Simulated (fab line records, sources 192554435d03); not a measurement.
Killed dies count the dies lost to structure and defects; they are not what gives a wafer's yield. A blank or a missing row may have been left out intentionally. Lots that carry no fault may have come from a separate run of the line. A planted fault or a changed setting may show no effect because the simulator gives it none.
2 desks looking at one fault -- flow n5_finfet -- each desk has only its own numbers; what lay behind them comes last

THE METROLOGY DESK
What the gauges read for every lot (on any tool): the sampled wafers with a number, averaged. The brackets show how far a lot's mean lies from the usual mean; more than 4 standard deviations puts the lot out of limits, marked OUT.
Columns: A = M15_ILD_THK at N5_BEOL_M15_THK_MEAS_01, usual 1631 nm; B = cd_nm at N5_BEOL_M15_CD_MEAS_10, usual 360.0 nm
lot,first seen here,A,B
L736,day 12 08:29,1630,359.8
L738,day 12 15:55,1627,358.6
L739,day 12 16:58,1655,359.9
L742,day 13 17:59,1625,361.5
L746,day 16 12:02,1634,358.8
L751,day 16 17:09,1626,361.1
L745,day 17 01:55,1644,361.8
L752,day 17 11:05,1632,361.8
L755,day 18 01:58,1615,359.1
L754,day 18 06:35,1632,359.6
L759,day 18 23:31,1645,359.1
L757,day 18 23:47,1647,359.3
This desk's finding: nothing out of limits on any of the 12 lots.

AT THE TOOL OWNER'S DESK: litho_track-04
The tool's own readings at N5_BEOL_M15_COAT_22 (resist thk 800 nm): means of the sampled wafers that have a number, for each lot that ran on this tool. The brackets show how far a lot's mean lies from the usual mean; more than 4 standard deviations puts the lot out of limits, marked OUT.
Columns: A = spin_speed_rpm at N5_BEOL_M15_COAT_22, usual 1704.1 rpm
lot,first seen here,A
L736,day 12 09:59,1704.2
L739,day 12 18:37,1703.4
L746,day 16 13:32,1607.2 (-88) OUT
L745,day 17 03:37,1606.7 (-89) OUT
This desk finds L745, L746 out of limits, L746 being first, at day 16 13:32 (spin_speed_rpm at N5_BEOL_M15_COAT_22). Within limits: L736, L739.

PUT TOGETHER
The tool owner's desk could have raised an alarm at day 16 13:32, on L745, L746.
Metrology desk: nothing out of limits seen.
The metrology desk has L745, L746 on record, within its limits.
Every lot named ran N5_BEOL_M15_COAT_22 on litho_track-04.

WHAT THE SIMULATOR HAD INSERTED
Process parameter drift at N5_BEOL_M15_COAT_22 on litho_track-04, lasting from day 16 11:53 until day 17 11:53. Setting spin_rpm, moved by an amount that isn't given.
Shown lots that were struck: L745, L746.
How many hours passed from the start of the fault until each desk's first out-of-limits reading: the tool owner's desk, 2.
